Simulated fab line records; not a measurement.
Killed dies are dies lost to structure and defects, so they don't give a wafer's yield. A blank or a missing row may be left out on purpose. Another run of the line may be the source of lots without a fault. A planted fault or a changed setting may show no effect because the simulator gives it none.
Chamber matching | flow nandHarc | NHARC_A_SLIT_ETCH_29 on rieDiel-01 has 4 sister chambers
The step etches the open film in CF4/O2, target depth 100 nm, overetch 10 nm, time 55 s. 8 wafers are shown with their chamber, then 7 later ones without.

== WAFERS PAIRED WITH THEIR CHAMBERS ==
wafer  | chamber | rfVppV (V) | oesProductAu (a.u.)
L323.6 | 2       | 197.8      | 1.002
L325.3 | 2       | 197.2      | 1.006
L325.4 | 1       | 197.3      | 0.995
L331.3 | 1       | 196.2      | 0.992
L331.4 | 3       | 198.9      | 0.991
L331.6 | 0       | 198.7      | 1.002
L336.2 | 3       | 198.1      | 1.008
L336.3 | 0       | 198.8      | 1.002

== WAFERS WITH NO CHAMBER GIVEN ==
wafer  | rfVppV (V) | oesProductAu (a.u.)
L336.4 | 197.5      | 1.007
L337.4 | 198.1      | 1.005
L337.5 | 198.6      | 1.023
L337.6 | 196.7      | 0.999
L339.3 | 198.2      | 0.989
L339.4 | 197.9      | 1.004
L339.5 | 198.9      | 0.992

== WHICH CHAMBER EACH ONE RAN IN ==
wafer  | from the rows above               | in truth
L336.4 | can't be placed: 2 or 3           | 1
L337.4 | can't be placed: 2 or 3 or 0      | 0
L337.5 | can't be placed: 0 or 2 or 3      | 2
L337.6 | can't be placed: 1 or 2           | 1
L339.3 | can't be placed: 3 or 0 or 2 or 1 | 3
L339.4 | can't be placed: 2 or 3 or 0 or 1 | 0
L339.5 | can't be placed: 3 or 0 or 2      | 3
Correct placement for 0 of the 7. Not placeable from these rows: 7 (in 6, the candidates include the true chamber). Number placed wrongly: 0.
How it was worked out, from the rows above alone: a wafer's distance from a chamber is the root of the sum, over the readings, of the square of ((its reading less the chamber's mean) divided by the reading's scatter). The wafer belongs to the nearest chamber; if the next one is less than 2 further off, it can't be placed. Each chamber's mean is taken over the wafers shown for it. The scatter: take each reading less its chamber's mean, square it, sum over the shown wafers, divide by the number of wafers less the number of chambers, and take the root.
